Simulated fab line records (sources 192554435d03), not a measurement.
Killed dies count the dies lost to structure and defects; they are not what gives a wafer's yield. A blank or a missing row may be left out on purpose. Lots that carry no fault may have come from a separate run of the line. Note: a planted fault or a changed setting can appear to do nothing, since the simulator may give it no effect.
Which tool was responsible? -- flow n5-finfet -- 10 lots with 28 wafers sampled at 6 steps, on a route of 1938 steps

## WHAT THE GAUGES READ, wafer by wafer
N5_BEOL_M0_SAQP_CD_MEAS_29: the cd target is 14.4 nm. Usual: cd-nm 15.08 nm, standard deviation 0.22.
lot,measured,on,cd-nm (nm),flag
L674,day 5 19:07,cd-sem-03,15.00 14.95 15.30,
L676,day 6 02:04,cd-sem-01,15.39 14.62 15.13,
L677,day 6 09:10,cd-sem-03,15.21 15.43 15.20,
L683,day 7 20:59,cd-sem-03,14.79 15.25 15.08,
L682,day 8 00:56,cd-sem-03,15.28 14.95 15.20,
L688,day 9 18:15,cd-sem-01,15.11 15.21 14.97,
L690,day 9 20:17,cd-sem-01,15.17 10.71,OFF
L691,day 10 03:30,cd-sem-02,15.19 10.63,OFF
L696,day 11 03:25,cd-sem-03,14.66 14.99 15.43,
L697,day 11 09:21,cd-sem-01,15.55 15.39 15.15,

N5_BEOL_M4_RC_MEAS_101. Usual: DIBL_N 36.3 mV/V, standard deviation 2; DIBL_P 36.3 mV/V, standard deviation 2.4; IOFF_N 0.16 nA/um, standard deviation 0.034; IOFF_P 0.21 nA/um, standard deviation 0.035; ION_N 672 uA/um, standard deviation 12; ION_P 459 uA/um, standard deviation 6.5; SS_N 71.6 mV/dec, standard deviation 0.67; SS_P 73.3 mV/dec, standard deviation 0.71; VT_N 250 mV, standard deviation 3.5; VT_P -251 mV, standard deviation 3.
lot,measured,on,DIBL_N (mV/V),DIBL_P (mV/V),IOFF_N (nA/um),IOFF_P (nA/um),ION_N (uA/um),ION_P (uA/um),SS_N (mV/dec),SS_P (mV/dec),VT_N (mV),VT_P (mV),flag
L674,day 8 00:26,prober-02,35.2 37.8 35.8,33.4 36.8 34.4,0.12 0.17 0.14,0.18 0.23 0.19,658 676 672,453 464 459,71.4 71.9 71.5,72.0 73.4 72.6,252 248 252,-254 -248 -250,
L676,day 8 07:41,prober-02,32.6 32.3 32.3,31.7 31.6 31.5,0.10 0.10 0.10,0.15 0.15 0.15,651 653 664,456 453 456,70.0 69.8 70.1,72.0 71.8 72.1,259 256 257,-256 -253 -254,
L677,day 8 16:58,prober-02,35.0 33.2 33.3,34.4 31.5 32.3,0.14 0.10 0.11,0.18 0.13 0.15,666 647 650,453 440 452,71.1 70.8 70.9,73.2 72.8 72.7,249 256 256,-254 -256 -253,
L683,day 11 02:29,prober-02,36.2 40.1 39.7,34.9 40.8 37.9,0.14 0.23 0.20,0.16 0.26 0.21,668 681 677,452 462 453,71.8 72.4 73.6,73.0 73.9 73.3,253 245 252,-257 -251 -252,
L682,day 11 13:41,prober-02,36.3 34.7 33.9,35.8 33.7 32.3,0.16 0.13 0.11,0.24 0.20 0.17,670 658 627,465 463 450,72.2 71.6 72.0,72.4 72.2 72.4,252 251 259,-246 -250 -250,
L688,day 13 00:21,prober-01,40.2 37.9 37.9,39.4 37.2 36.3,0.22 0.17 0.16,0.27 0.22 0.21,683 667 667,469 463 457,72.0 71.9 71.3,74.3 74.1 74.1,245 249 251,-246 -249 -251,
L690,day 13 14:58,prober-02,36.1,37.3,0.15,0.22,661,462,71.3,73.1,249,-248,
L691,day 13 05:17,prober-02,39.6,39.7,0.21,0.25,684,467,72.5,73.8,244,-249,
L696,day 14 01:46,prober-02,36.8 33.8 34.3,36.2 32.4 33.0,0.16 0.12 0.13,0.20 0.15 0.16,676 666 672,458 460 459,71.6 70.9 70.7,74.0 72.0 72.4,251 255 253,-249 -256 -252,
L697,day 14 14:23,prober-01,36.8 37.2 36.1,37.1 37.9 36.1,0.19 0.20 0.18,0.22 0.24 0.21,680 679 684,459 459 462,71.8 72.0 72.0,73.0 73.4 72.6,248 246 245,-249 -248 -251,

## WHICH TOOL RAN EACH LOT (tool, then ch and the chambers of the sampled wafers, then the start)
lot,N5_BEOL_M0_SAQP_SPACER1_ALD_98,N5_BEOL_M0_SAQP_ETCH_102,N5_BEOL_M0_SAQP_RECESS_109,N5_BEOL_M0_SAQP_SPACER2_ALD_26
L674,"ald-sin-03 ch 0,1,3, day 5 16:41","rie-si-05 ch 0,1,2, day 5 17:31","vapor-etch-01 ch 0,1, day 5 18:14","ald-sin-02 ch 2,3, day 5 18:23"
L676,"ald-sin-04 ch 1,2,3, day 5 22:50","rie-si-02 ch 0,1,2, day 5 23:49","vapor-etch-02 ch 0,1, day 6 00:40","ald-sin-04 ch 1,2, day 6 01:19"
L677,"ald-sin-02 ch 1,2,3, day 6 06:43","rie-si-06 ch 0,3, day 6 07:32","vapor-etch-02 ch 0,1, day 6 08:17","ald-sin-04 ch 1,2,3, day 6 08:24"
L683,"ald-sin-04 ch 1,2, day 7 18:20","rie-si-06 ch 1,3, day 7 19:17","vapor-etch-02 ch 0,1, day 7 20:05","ald-sin-03 ch 1,2,3, day 7 20:14"
L682,"ald-sin-03 ch 2,3, day 7 22:29","rie-si-05 ch 0,1,2, day 7 23:19","vapor-etch-02 ch 0,1, day 8 00:03","ald-sin-04 ch 0,3, day 8 00:11"
L688,"ald-sin-03 ch 1,2, day 9 14:44","rie-si-05 ch 2,3, day 9 15:34","vapor-etch-01 ch 0,1, day 9 17:19","ald-sin-03 ch 1,2,3, day 9 17:28"
L690,"ald-sin-03 ch 0,2, day 9 15:44","rie-si-05 ch 1,2, day 9 16:50","vapor-etch-01 ch 0, day 9 18:28","ald-sin-03 ch 0,2, day 9 19:32"
L691,"ald-sin-04 ch 1,2, day 10 01:02","rie-si-06 ch 1,3, day 10 01:52","vapor-etch-01 ch 0,1, day 10 02:37","ald-sin-03 ch 2,3, day 10 02:45"
L696,"ald-sin-04 ch 0,1,3, day 11 00:45","rie-si-06 ch 0,1,3, day 11 01:38","vapor-etch-01 ch 0, day 11 02:26","ald-sin-04 ch 0,1,2, day 11 02:37"
L697,"ald-sin-02 ch 2,3, day 11 06:20","rie-si-06 ch 1,2, day 11 07:15","vapor-etch-02 ch 0,1, day 11 08:05","ald-sin-02 ch 0,1, day 11 08:28"
- N5_BEOL_M0_SAQP_SPACER1_ALD_98: deposits SiO2, target thk 12.8 nm, pulse time 1 s, purge time 2 s.
- N5_BEOL_M0_SAQP_ETCH_102: etches SiO2 in CF4, target depth 4 nm, time 4.4 s.
- N5_BEOL_M0_SAQP_RECESS_109: chemistry HF/NH3, target SiO2, target depth 3 nm, afs cycles 1, sublimation time 60 s.
- N5_BEOL_M0_SAQP_SPACER2_ALD_26: deposits SiO2, target thk 15 nm, pulse time 1 s, purge time 2 s.

## AS READ BY THE TOOLS THEMSELVES (means over the sampled wafers that have a number; for cases with no such wafer, the mark the record gives instead)
N5_BEOL_M0_SAQP_SPACER1_ALD_98. Usual: heater-power-w 467 W, standard deviation 45; precursor-pulse-height-rel 1.004, standard deviation 0.021.
lot,tool,heater-power-w (W),precursor-pulse-height-rel,flag
L674,ald-sin-03,432,1.011,
L676,ald-sin-04,507,1.010,
L677,ald-sin-02,444,0.995,
L683,ald-sin-04,479,1.008,
L682,ald-sin-03,449,1.010,
L688,ald-sin-03,463,1.010,
L690,ald-sin-03,482,0.999,
L691,ald-sin-04,490,1.002,
L696,ald-sin-04,482,1.009,
L697,ald-sin-02,429,0.993,

N5_BEOL_M0_SAQP_ETCH_102. Usual: drypump-motor-current-A 6.0 A, standard deviation 0.48; oes-product-au 0.994 a.u., standard deviation 0.021; rf-fwd-power-W 789 W, standard deviation 3.4; throttle-valve-pct 21.82 %, standard deviation 0.18.
lot,tool,drypump-motor-current-A (A),oes-product-au (a.u.),rf-fwd-power-W (W),throttle-valve-pct (%),flag
L674,rie-si-05,6.2,0.981,786,21.84,
L676,rie-si-02,6.3,0.991,790,21.77,
L677,rie-si-06,5.4,0.991,790,21.92,
L683,rie-si-06,5.6,1.005,793,21.92,
L682,rie-si-05,6.2,0.988,788,21.83,
L688,rie-si-05,6.0,1.002,786,21.87,
L690,rie-si-05,6.5,0.986,787,21.86,
L691,rie-si-06,5.8,1.010,792,21.92,
L696,rie-si-06,5.8,0.992,790,21.97,
L697,rie-si-06,5.9,1.017,792,21.84,

N5_BEOL_M0_SAQP_RECESS_109. Usual: drypump-motor-current-A 5.8 A, standard deviation 0.4; sublimation-temp-c 180.04 C, standard deviation 0.15.
lot,tool,drypump-motor-current-A (A),sublimation-temp-c (C),flag
L674,vapor-etch-01,5.5,179.85,
L676,vapor-etch-02,5.9,179.98,
L677,vapor-etch-02,6.2,180.12,
L683,vapor-etch-02,6.1,180.09,
L682,vapor-etch-02,6.1,180.03,
L688,vapor-etch-01,5.8,180.08,
L690,vapor-etch-01,6.0,180.12,
L691,vapor-etch-01,5.7,180.07,
L696,vapor-etch-01,6.0,179.76,
L697,vapor-etch-02,5.9,180.08,

N5_BEOL_M0_SAQP_SPACER2_ALD_26. Usual: heater-power-w 468 W, standard deviation 47; precursor-pulse-height-rel 1.002, standard deviation 0.02.
lot,tool,heater-power-w (W),precursor-pulse-height-rel,flag
L674,ald-sin-02,416,1.014,
L676,ald-sin-04,482,0.992,
L677,ald-sin-04,503,1.006,
L683,ald-sin-03,445,1.014,
L682,ald-sin-04,451,0.994,
L688,ald-sin-03,441,1.008,
L690,ald-sin-03,469,1.004,
L691,ald-sin-03,480,1.028,
L696,ald-sin-04,461,1.005,
L697,ald-sin-02,481,1.000,

## THE ANSWER, worked out from the rows above alone
Rule: a lot counts as off when the mean over its wafers that have a number is more than 3 standard deviations away from the usual mean. A lot without any number at a reading at which 4 lots or more have one is off too. Any other lot the step has rows for is counted as sound. The gauges are gone through in route order, then the tools' own readings, and for those a lot's mean is taken as printed above. The first step at which some lot is off is used, and at that step the reading that is off furthest; a lot without a number counts as furthest.
Off, at N5_BEOL_M0_SAQP_CD_MEAS_29 on cd-nm: L690, L691.
A tool fits if, at a process step before that reading, it ran every lot that is off, and no sound lot after the first of them. The gauges at N5_BEOL_M0_SAQP_CD_MEAS_29 are tried like those tools. One candidate fits, namely ald-sin-03 at N5_BEOL_M0_SAQP_SPACER2_ALD_26. Its last sound lot is L688 (day 9 17:28), its first lot that is off L690 (day 9 19:32): a fault that began between those two fits.

## WHAT THE SIMULATOR HAD INSERTED
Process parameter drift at N5_BEOL_M0_SAQP_SPACER2_ALD_26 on ald-sin-03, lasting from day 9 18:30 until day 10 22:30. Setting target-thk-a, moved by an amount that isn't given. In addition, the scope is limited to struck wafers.
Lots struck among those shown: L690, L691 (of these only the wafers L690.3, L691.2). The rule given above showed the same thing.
